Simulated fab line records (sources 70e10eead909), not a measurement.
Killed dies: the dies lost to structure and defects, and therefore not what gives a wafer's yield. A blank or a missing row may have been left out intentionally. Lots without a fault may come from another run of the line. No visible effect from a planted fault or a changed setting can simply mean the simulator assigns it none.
fab line records	flow nandHarc	part 2 of 2: steps 5 to 6 of 6
record: lots: 22	wafers: 66	lastDay: 33
route steps=1302 shown A_STAIRCASE@834
lots with no fault: from the same line, run without faults
startH: hours from the record's opening day to when the first of the lot's shown wafers began	waitH: hours since the lot's step before	" the same as in the row above	L1.1+2: a single row standing in for several wafers	- no value present, or no start provided	* or withheld: withheld	< > ~ a bound
route shown NAME@n: names a module that has steps shown in the file, with the first one's number in the route	usual: mean and standard deviation over wafers with no fault	same: alike in all rows	chamber/n: place in a boat	sites: each site's reading	_std_site: standard deviation across them	_edge_site: inner sites' mean taken away from outer sites' mean	radiusMm: how far each site lies from the wafer's centre	mask NAME#n: copy n	behind: the last tool/chamber to shape the wafer	hold: the reason the lot was held/the length of the hold in hours/how it ended	device: which transistor (n, p or np) failed to switch	end of line: at the end of the route, the tests of the same wafers	where a step has no rows: the recipe by itself	killed: count of dies lost to structure and defects at first sort (not the wafer's yield)	map: a wafer's dies, x killed, . not, _ none there
set.NAME: the setting as run; set.NAME@STEP: as run at that earlier step	model.NAME: the simulator's own value behind a step, which no gauge read
steps of the route over a sample of lots; a table a step, a row a wafer
services: from which hour (startH, from the record's first day; less than 0 if before it) a tool's chamber was out of use, for how many hours, and why
== steps ==
step: NHARC_A_STAIRCASE_ETCHBACK_157
recipe: targetDepthA: 900	overEtchFrac: 0.3	timeS: 167.14	ionEnergyEv: 120	ch3fFlowSccm: 50	o2FlowSccm: 30	arFlowSccm: 200	rfW: 500	biasW: 100	chemistry: CH3F/O2
usual: drypumpMotorCurrentA: 5.7/0.45	oesProductAu: 0.96/0.034	rfVppV: 243.7/1.2	showerheadPlenumPTorr: 2.42/0.064	throttleValvePct: 20.663/0.0089
lot.wafer	tool	chamber	startH	waitH	drypumpMotorCurrentA	oesProductAu	rfHoursCounterH	rfVppV	showerheadPlenumPTorr	throttleValvePct
L076.4	rieDiel-11	3	442.70	0.2	5.1	1.00	0	243.9	2.45	20.672
L076.1	"	0	"	"	5.7	0.98	0	243.8	2.45	20.647
L076.5	"	3	"	"	5.1	1.00	-	244.3	2.45	20.654
L074.3	rieDiel-08	2	442.97	0.3	6.2	0.91	16	241.9	2.41	20.665
L074.4	"	3	"	"	5.9	0.92	21	241.8	2.39	20.643
L074.5	"	0	"	"	5.5	0.91	-	244.7	2.43	20.669
L075.1	rieDiel-07	3	445.82	0.2	5.0	0.95	37	243.8	2.43	20.650
L075.3	"	0	"	"	6.3	0.94	46	243.9	2.39	20.664
L075.5	"	0	"	"	6.3	0.94	-	243.1	2.39	20.670
L078.2	rieDiel-07	3	465.35	0.1	5.0	0.98	44	243.6	2.42	20.670
L078.1	"	0	"	"	6.3	0.98	53	244.2	2.38	20.643
L078.5	"	0	"	"	6.3	0.99	-	244.1	2.38	20.664
L077.1	rieDiel-08	0	465.51	0.2	5.4	0.95	24	244.4	2.43	20.656
L077.2	"	2	"	"	6.2	0.99	22	243.6	2.40	20.665
L077.5	"	0	"	"	5.4	0.95	-	245.1	2.43	20.657
L079.3	rieDiel-11	0	488.27	0.2	5.8	0.94	17	244.7	2.44	20.672
L079.1	"	2	"	"	5.4	0.93	16	241.9	2.39	20.680
L079.5	"	0	"	"	5.7	0.93	-	243.0	2.44	20.664
L080.4	rieDiel-11	2	491.72	0.2	5.3	0.99	17	243.3	2.39	20.674
L080.6	"	0	"	"	5.7	0.97	-	243.3	2.44	20.659
L080.5	"	1	"	"	5.8	0.99	-	243.3	2.40	20.658
L083.1	rieDiel-07	0	525.60	0.2	6.3	0.92	15	242.2	2.38	20.653
L083.3	"	2	"	"	5.5	0.93	13	245.5	2.59	20.685
L083.6	"	3	"	"	5.0	0.93	-	243.0	2.42	20.671
L082.4	rieDiel-07	3	536.65	0.1	5.0	1.01	23	242.8	2.41	20.656
L082.2	"	1	"	"	6.0	1.00	20	244.4	2.40	20.668
L082.1	"	2	"	"	5.4	1.01	19	248.3	2.58	20.654
L081.4	rieDiel-08	2	539.56	0.2	6.2	0.90	36	243.2	2.40	20.669
L081.2	"	3	"	"	5.9	0.92	45	243.7	2.38	20.678
L081.5	"	3	"	"	5.9	0.91	-	241.3	2.38	20.662
L084.2	rieDiel-07	2	549.61	0.2	5.4	0.93	22	247.2	2.58	20.654
L084.5	"	0	"	"	6.3	0.90	-	242.4	2.37	20.665
L084.6	"	2	"	"	5.4	0.94	-	245.9	2.58	20.651
L086.2	rieDiel-07	3	561.05	0.1	5.0	0.95	23	243.7	2.41	20.675
L086.1	"	1	"	"	6.1	0.95	27	243.7	2.39	20.657
L086.5	"	0	"	"	6.2	0.92	-	243.1	2.37	20.662
L087.1	rieDiel-07	3	562.71	0.2	5.0	0.92	23	244.4	2.41	20.655
L087.2	"	0	"	"	6.2	0.92	31	243.4	2.37	20.669
L087.6	"	3	"	"	5.0	0.93	-	243.7	2.41	20.675
L088.2	rieDiel-07	0	589.93	0.1	6.3	0.92	37	242.8	2.37	20.677
L088.3	"	3	"	"	5.0	0.94	30	243.5	2.41	20.667
L088.6	"	0	"	"	6.2	0.92	-	242.0	2.37	20.678
L089.4	rieDiel-11	0	600.90	0.2	5.7	0.94	60	242.8	2.42	20.665
L089.2	"	2	"	"	5.3	0.92	61	242.6	2.38	20.667
L089.6	"	3	"	"	5.1	0.96	-	242.9	2.43	20.676
L090.3	rieDiel-08	1	603.77	0.2	5.6	0.99	17	243.5	2.42	20.677
L090.2	"	2	"	"	6.2	0.98	15	242.5	2.39	20.659
L090.1	"	3	"	"	5.9	0.98	12	243.4	2.37	20.646
L091.3	rieDiel-08	0	618.08	0.2	5.5	0.99	19	243.4	2.42	20.639
L091.6	"	1	"	"	5.6	1.00	-	244.4	2.42	20.662
L091.5	"	2	"	"	6.2	0.99	-	241.4	2.39	20.668
L092.1	rieDiel-07	1	618.35	0.1	6.1	0.98	42	243.7	2.39	20.662
L092.2	"	2	"	"	5.4	0.99	43	246.3	2.57	20.648
L092.4	"	3	"	"	5.0	0.95	33	243.0	2.41	20.668
L093.4	rieDiel-07	3	626.53	0.1	5.0	1.01	35	242.3	2.41	20.652
L093.5	"	3	"	"	5.0	1.01	-	243.9	2.41	20.665
L093.6	"	0	"	"	6.3	0.99	-	242.1	2.36	20.667
L094.2	rieDiel-07	0	645.70	0.2	6.3	0.99	59	243.0	2.36	20.672
L094.5	"	3	"	"	5.0	1.02	-	243.8	2.40	20.655
L094.6	"	0	"	"	6.2	1.00	-	242.9	2.36	20.651
L095.1	rieDiel-07	1	645.91	0.2	6.1	0.94	55	243.9	2.38	20.673
L095.2	"	2	"	"	5.4	0.94	52	246.1	2.57	20.650
L095.6	"	1	"	"	6.1	0.93	-	243.1	2.38	20.667
L096.2	rieDiel-07	1	660.65	0.2	6.1	1.00	0	244.2	2.38	20.665
L096.1	"	3	"	"	5.0	1.01	0	244.1	2.40	20.662
L096.5	"	0	"	"	6.2	1.00	-	243.4	2.36	20.657
step: NHARC_A_STAIRCASE_STRIP_475
recipe: timeS: 20	o2FlowSccm: 500	arFlowSccm: 0	biasW: 0	chemistry: O2
usual: drypumpMotorCurrentA: 5.7/0.43	oesProductAu: 0.997/0.011	rfVppV: 57.7/0.83	showerheadPlenumPTorr: 3.48/0.094	throttleValvePct: 17.036/0.0096
lot.wafer	tool	chamber	startH	waitH	drypumpMotorCurrentA	oesProductAu	rfHoursCounterH	rfVppV	showerheadPlenumPTorr	throttleValvePct
L076.1	rieDiel-11	1	-	-	5.9	0.993	0	56.9	3.46	17.037
L076.4	"	2	"	"	5.4	0.981	0	57.0	3.45	17.031
L076.5	"	0	"	"	5.7	0.985	-	59.9	3.51	17.034
L074.4	rieDiel-08	1	-	-	5.6	0.991	19	56.9	3.50	17.033
L074.3	"	2	"	"	6.2	0.986	16	56.4	3.45	17.029
L074.5	"	1	"	"	5.6	0.992	-	56.8	3.50	17.044
L075.1	rieDiel-07	3	-	-	5.0	1.001	37	58.8	3.48	17.038
L075.3	"	0	"	"	6.3	1.006	46	58.3	3.43	17.023
L075.5	"	2	"	"	5.4	1.010	-	58.6	3.72	17.029
L078.1	rieDiel-07	2	-	-	5.5	1.008	48	57.5	3.71	17.015
L078.2	"	3	"	"	5.0	1.006	45	57.1	3.48	17.033
L078.5	"	0	"	"	6.3	0.991	-	57.0	3.42	17.039
L077.1	rieDiel-08	0	-	-	5.5	0.983	24	57.4	3.49	17.016
L077.2	"	1	"	"	5.6	0.980	25	57.6	3.50	17.037
L077.5	"	3	"	"	5.9	0.999	-	58.3	3.43	17.027
L079.3	rieDiel-11	1	-	-	5.9	0.997	15	58.5	3.45	17.042
L079.1	"	2	"	"	5.4	0.989	16	58.1	3.44	17.036
L079.5	"	1	"	"	5.8	1.003	-	58.0	3.45	17.030
L080.4	rieDiel-11	3	-	-	5.1	1.003	19	59.1	3.51	17.037
L080.6	"	3	"	"	5.1	1.014	-	58.1	3.51	17.032
L080.5	"	0	"	"	5.7	0.991	-	58.1	3.50	17.035
L083.1	rieDiel-07	2	-	-	5.4	1.011	13	58.2	3.71	17.032
L083.3	"	3	"	"	5.0	1.008	15	58.4	3.47	17.043
L083.6	"	2	"	"	5.5	1.010	-	57.0	3.71	17.032
L082.2	rieDiel-07	1	-	-	6.2	0.995	20	57.4	3.44	17.025
L082.4	"	2	"	"	5.5	1.013	19	57.5	3.70	17.030
L082.1	"	0	"	"	6.3	0.985	23	57.7	3.41	17.032
L081.2	rieDiel-08	0	-	-	5.5	0.983	42	56.1	3.48	17.028
L081.4	"	1	"	"	5.6	0.983	39	56.8	3.49	17.050
L081.5	"	3	"	"	5.9	0.994	-	58.5	3.42	17.016
L084.2	rieDiel-07	2	549.79	0.2	5.4	1.006	22	58.0	3.70	17.042
L084.6	"	0	"	"	6.3	0.972	-	58.2	3.41	17.023
L084.5	"	1	"	"	6.1	0.999	-	57.3	3.44	17.042
L086.2	rieDiel-07	0	-	-	6.3	0.973	31	57.9	3.41	17.053
L086.1	"	2	"	"	5.4	1.004	27	58.1	3.70	17.038
L086.5	"	3	"	"	5.0	1.004	-	57.9	3.46	17.048
L087.2	rieDiel-07	1	-	-	6.1	1.007	28	57.1	3.44	17.043
L087.1	"	2	"	"	5.4	1.011	27	56.8	3.70	17.035
L087.6	"	0	"	"	6.3	0.970	-	56.1	3.41	17.025
L088.3	rieDiel-07	1	-	-	6.1	0.999	33	58.1	3.44	17.028
L088.2	"	3	"	"	5.0	0.997	30	59.3	3.46	17.037
L088.6	"	0	"	"	6.3	0.994	-	56.7	3.40	17.031
L089.4	rieDiel-11	3	-	-	5.1	1.021	68	57.7	3.48	17.045
L089.2	"	1	"	"	5.9	0.994	54	57.1	3.43	17.049
L089.6	"	2	"	"	5.4	0.993	-	55.7	3.41	17.054
L090.1	rieDiel-08	0	-	-	5.5	1.004	14	56.1	3.47	17.022
L090.2	"	1	"	"	5.7	0.997	17	56.8	3.48	17.055
L090.3	"	3	"	"	6.0	1.004	12	57.1	3.41	17.038
L091.3	rieDiel-08	2	-	-	6.2	0.985	18	56.8	3.43	17.025
L091.5	"	2	"	"	6.2	1.004	-	58.1	3.43	17.027
L091.6	"	3	"	"	5.9	0.985	-	57.1	3.41	17.049
L092.2	rieDiel-07	3	-	-	5.0	1.008	33	56.7	3.46	17.047
L092.1	"	1	"	"	6.1	1.000	42	56.1	3.43	17.038
L092.4	"	2	"	"	5.4	1.023	43	58.1	3.69	17.036
L093.4	rieDiel-07	0	-	-	6.3	0.975	51	58.4	3.40	17.038
L093.6	"	0	"	"	6.3	0.986	-	57.5	3.40	17.022
L093.5	"	1	"	"	6.1	0.988	-	58.6	3.43	17.064
L094.2	rieDiel-07	3	-	-	5.0	1.016	42	58.5	3.45	17.033
L094.5	"	3	"	"	5.0	1.003	-	57.5	3.45	17.028
L094.6	"	0	"	"	6.3	0.982	-	57.7	3.39	17.035
L095.1	rieDiel-07	1	-	-	6.1	1.003	55	56.8	3.42	17.034
L095.2	"	2	"	"	5.4	1.015	52	58.7	3.68	17.031
L095.6	"	1	"	"	6.1	1.004	-	58.3	3.42	17.033
L096.2	rieDiel-07	1	-	-	6.1	0.996	0	57.2	3.42	17.022
L096.1	"	2	"	"	5.4	0.998	0	58.7	3.68	17.035
L096.5	"	2	"	"	5.4	1.009	-	58.6	3.68	17.037
== services ==
tool	chamber	startH	hours	kind
rieDiel-11	-	369.59	0.5	repair
rieDiel-08	-	376.42	9.0	pm
rieDiel-07	0	379.58	-	clean
rieDiel-07	1	379.58	-	clean
rieDiel-07	2	379.58	-	clean
rieDiel-07	3	379.58	-	clean
rieDiel-07	0	404.08	-	clean
rieDiel-07	1	404.08	-	clean
rieDiel-07	2	404.08	-	clean
rieDiel-07	3	404.08	-	clean
rieDiel-07	2	409.37	8.9	repair
rieDiel-07	0	428.58	-	clean
rieDiel-07	1	428.58	-	clean
rieDiel-11	-	432.55	9.0	pm
rieDiel-08	0	456.02	8.7	repair
rieDiel-07	-	474.08	9.0	pm
rieDiel-08	3	508.36	2.5	repair
rieDiel-08	2	527.73	2.6	repair
rieDiel-07	3	537.09	21.7	repair
rieDiel-08	-	553.42	9.0	pm
rieDiel-07	3	597.56	16.1	repair
rieDiel-11	-	609.66	9.0	pm
rieDiel-07	-	651.08	9.0	pm
rieDiel-11	1	652.46	8.0	repair
